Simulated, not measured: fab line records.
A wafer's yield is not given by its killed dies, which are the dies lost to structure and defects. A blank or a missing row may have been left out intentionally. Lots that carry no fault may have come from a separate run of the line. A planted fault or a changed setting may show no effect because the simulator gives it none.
A struck lot beside a sound one / flow n5 finfet / 29 steps out of a route of 1938
Sound: the wafers L321.1, L321.3, L321.5. Struck: wafer L310.2 (L310.4, L310.5, from the same lot, were not struck and are left out); the cause is given at the end.
Per side, at each step with rows, come the tool, then ch with its chambers, and then its first start. Under that, the readings that differ: sound wafers / struck wafers / difference of the means / sigmas: that difference in standard deviations of wafers without a fault.
alike: readings with means less than 2 such deviations apart, plus words and numbers identical on both sides. not compared: withheld readings, readings lacking a value on some wafer, bounds such as >300 that could conceal the same value, and numbers that have no deviation in the record and whose values overlap.
The two part at a step that has a row with sigmas, a row that says differs or no value, or rows on one side only. Numbers that have no deviation but don't overlap get no sigmas and don't part them. Lack of a reading on every wafer of one side parts them only where that side has two or more wafers.

first, 11 steps without rows for these wafers: N5_SD_EPI_P_DESCUM_14 (chemistry O2, time 7.9 s); N5_SD_EPI_P_ETCH_36 (etches SiARC in CF4, target depth 45.5 nm, time 75.8 s); N5_SD_EPI_P_ETCH_37 (etches SOC in N2/H2, overetch 108 nm, time 486 s); N5_SD_EPI_P_STRIP_38 (strips in N2/H2); N5_SD_EPI_P_ETCHBACK_46 (etches SiNx in CH3F/O2, stops on SiO2, target depth 17.5 nm); N5_SD_EPI_P_ETCH_47 (etches SiOCN in CH3F/O2, target depth 25 nm); N5_SD_EPI_P_ETCH_16 (etches SiO2 in CHF3/O2, target depth 5 nm); N5_SD_EPI_P_STRIP_50 (strips in CHF3/O2); N5_SD_EPI_P_SD_RECESS_17 (chemistry HBr/Cl2/O2, target depth 39.1 nm, bt time 3 s); N5_SD_EPI_P_WET_ETCH_45 (etches SiO2 in dHF, time 10.7 s, target depth 2 nm, rinse time 30 s); N5_SD_EPI_P_STRIP_40 (strips in N2/H2).
N5_SD_EPI_P_PRECLEAN_52: cleans in O3/DIW, time 60 s.
  sound on wet bench-05 ch 1,3,4, day 8 01:35; struck on wet bench-05 ch 0, day 5 08:40
  alike: o3 ppm, temp c
then, 10 steps without rows for these wafers: N5_SD_EPI_P_SRD_20 (time 30 s); N5_SD_EPI_P_PRECLEAN_51 (cleans in NF3:NH3, afs cycles 1, time 20 s, sublimation time 60 s); N5_SD_EPI_P_VAPOR_ETCH_44 (etches SiGe30 in NF3/Ar, time 3.3 s); N5_SD_EPI_P_EPI_21 (deposits SiGe:B, time 355 s); N5_SD_EPI_P_HM_STRIP_48 (strips SiNx in H3PO4, material SiNx, target depth 3 nm); N5_SD_EPI_P_SRD_49 (time 30 s); N5_SD_EPI_P_PRECLEAN_24 (cleans in O3/DIW, time 45 s); N5_SD_EPI_P_PRECLEAN_32 (cleans in dHF, time 10 s); N5_SD_EPI_P_PRECLEAN_33 (cleans in SC2, time 45 s); N5_SD_EPI_P_SRD_25 (time 30 s).
N5_SD_EPI_P_INSPECT_26: inspects for defects (darkfield).
  sound on defect inspect-02 at day 8 05:16; struck on defect inspect-01 at day 5 11:28
reading=raw defect count; sound=198 235 206; struck=823; difference=+610; sigmas=+18
then, 2 steps without rows for these wafers: N5_SD_ACTIVATION_RTA_00 (time 0 s); N5_SD_ACTIVATION_LSA_01 (time 0.0008 s).
N5_SD_ACTIVATION_INSPECT_02: inspects for defects (darkfield).
  sound on defect inspect-02 at day 8 06:10; struck on defect inspect-02 at day 5 12:13
reading=raw defect count; sound=206 233 189; struck=820; difference=+611; sigmas=+18
then, 1 step without rows for these wafers: N5_ILD0_LINER_00 (material SiNx, target thk 4 nm, pulse time 1 s, purge time 2 s).
-- the record jumps here: 4 days lie between the struck wafers' starts before and after (it left off in module ILD0 and takes up again in module BEOL_M4, whose first step shown is number 1111 of the route) --
N5_BEOL_M4_RC_MEAS_101:
  sound on prober-01 ch 0, day 12 14:37; struck on prober-02 ch 0, day 9 14:28
  alike: DIBL_N, DIBL_P, IOFF_N, IOFF_P, ION_N, ION_P, SS_N, SS_P, VT_N, VT_P
-- a jump in the record: the struck wafers' starts before and after are 4 days apart (it breaks off in module BEOL_M4 and resumes in module PASSIVATION, where the first step shown is number 1936 of the route) --
N5_PASSIVATION_PROBE_49:
  sound on prober-02 at day 16 23:11; struck on prober-01 at day 13 19:02
reading=defect limited yield (%); sound=90.5; struck=78.5; difference=-12.0; sigmas=-8
reading=killed at contacts; sound=17; struck=4; difference=-13; sigmas=-2
reading=killed at front end; sound=53; struck=176; difference=+123; sigmas=+11
reading=killed at other; sound=4; struck=10; difference=+6; sigmas=+2
reading=killed dies; sound=112; struck=254; difference=+142; sigmas=+8
reading=sort_bin_5_function (%); sound=5.3; struck=12.6; difference=+7.3; sigmas=+7
reading=sort_bin_6_memory (%); sound=3.4; struck=5.8; difference=+2.4; sigmas=+4
reading=sort n pass; sound=1068; struck=926; difference=-142; sigmas=-8
reading=sort yield pct (%); sound=90.5; struck=78.5; difference=-12.0; sigmas=-8
  alike: killed_at_M0_to_M3, killed_at_M4_up, killed on rim, killed open, killed short

## WHERE THEY PART
At N5_SD_EPI_P_INSPECT_26 first; at N5_PASSIVATION_PROBE_49 last (within this record only).

WHY: what had been put in by the simulator
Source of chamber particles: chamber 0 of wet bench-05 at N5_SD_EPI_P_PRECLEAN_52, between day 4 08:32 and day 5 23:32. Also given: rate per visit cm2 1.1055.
